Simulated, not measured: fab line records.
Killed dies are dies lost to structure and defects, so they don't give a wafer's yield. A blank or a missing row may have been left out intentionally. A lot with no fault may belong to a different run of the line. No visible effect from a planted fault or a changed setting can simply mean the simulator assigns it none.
Chamber matching -- flow n5 finfet -- 4 sister chambers for N5_BEOL_M7_ETCH_65 on rie diel-01
The step etches SiARC in CF4, target depth 15.6 nm, time 26 s. 20 wafers are shown with their chamber, then 10 later ones without.

## WAFERS, EACH WITH ITS CHAMBER
wafer,chamber,showerhead plenum p Torr (Torr),drypump motor current A (A),throttle valve pct (%)
L075.1,2,2.08,4.9,15.35
L075.3,1,2.05,5.8,15.36
L075.6,3,2.07,4.7,15.38
L080.1,2,2.08,5.0,15.37
L080.4,0,2.23,5.7,15.80
L080.6,1,2.05,5.8,15.35
L079.2,1,2.05,5.8,15.35
L079.4,3,2.07,4.7,15.41
L079.5,0,2.23,5.8,15.81
L081.3,3,2.07,4.7,15.40
L081.4,2,2.08,4.9,15.38
L081.5,1,2.05,5.8,15.36
L083.3,0,2.22,5.7,15.81
L083.4,3,2.06,4.7,15.41
L083.5,1,2.05,5.8,15.36
L087.1,0,2.22,5.7,15.81
L087.2,2,2.08,5.0,15.39
L087.3,1,2.05,5.8,15.39
L089.1,3,2.06,4.7,15.44
L089.3,2,2.08,4.9,15.42

SIGNATURES, as means of the wafers listed above
reading,chamber 0,chamber 1,chamber 2,chamber 3,scatter within a chamber
showerhead plenum p Torr,2.2250,2.0500,2.0800,2.0660,0.00371
drypump motor current A,5.725,5.800,4.940,4.700,0.0349
throttle valve pct,15.8075,15.3617,15.3820,15.4080,0.0189
Rule: for a wafer and a chamber, the distance is found by dividing, reading by reading, the gap between the wafer's reading and the chamber's mean by the reading's scatter, squaring, summing and taking the root. The wafer belongs to the nearest chamber; if the next one is less than 2 further off, it can't be placed. The scatter is the square root of a quotient: the sum, over the shown wafers, of each reading's squared deviation from its chamber's mean, divided by wafers minus chambers.

## WAFERS WITHOUT THEIR CHAMBER
wafer,showerhead plenum p Torr (Torr),drypump motor current A (A),throttle valve pct (%)
L089.6,2.22,5.8,15.83
L090.3,2.22,5.8,15.85
L090.4,2.07,5.0,15.41
L090.6,2.04,5.8,15.40
L094.1,2.04,5.8,15.45
L094.4,2.06,4.7,15.47
L094.6,2.04,5.8,15.44
L096.3,2.07,4.9,15.45
L096.4,2.04,5.8,15.44
L096.6,2.21,5.7,15.88

## CHAMBER TAKEN BY EACH
wafer,from the rows above,in truth
L089.6,0,0
L090.3,0,0
L090.4,2,2
L090.6,1,1
L094.1,1,1
L094.4,3,3
L094.6,1,1
L096.3,can't be placed: 2 or 3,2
L096.4,1,1
L096.6,0,0
Correct placement for 9 of the 10. From these rows, 1 cannot be placed; in 1 the true chamber is one of the candidates. Wrongly placed: 0.
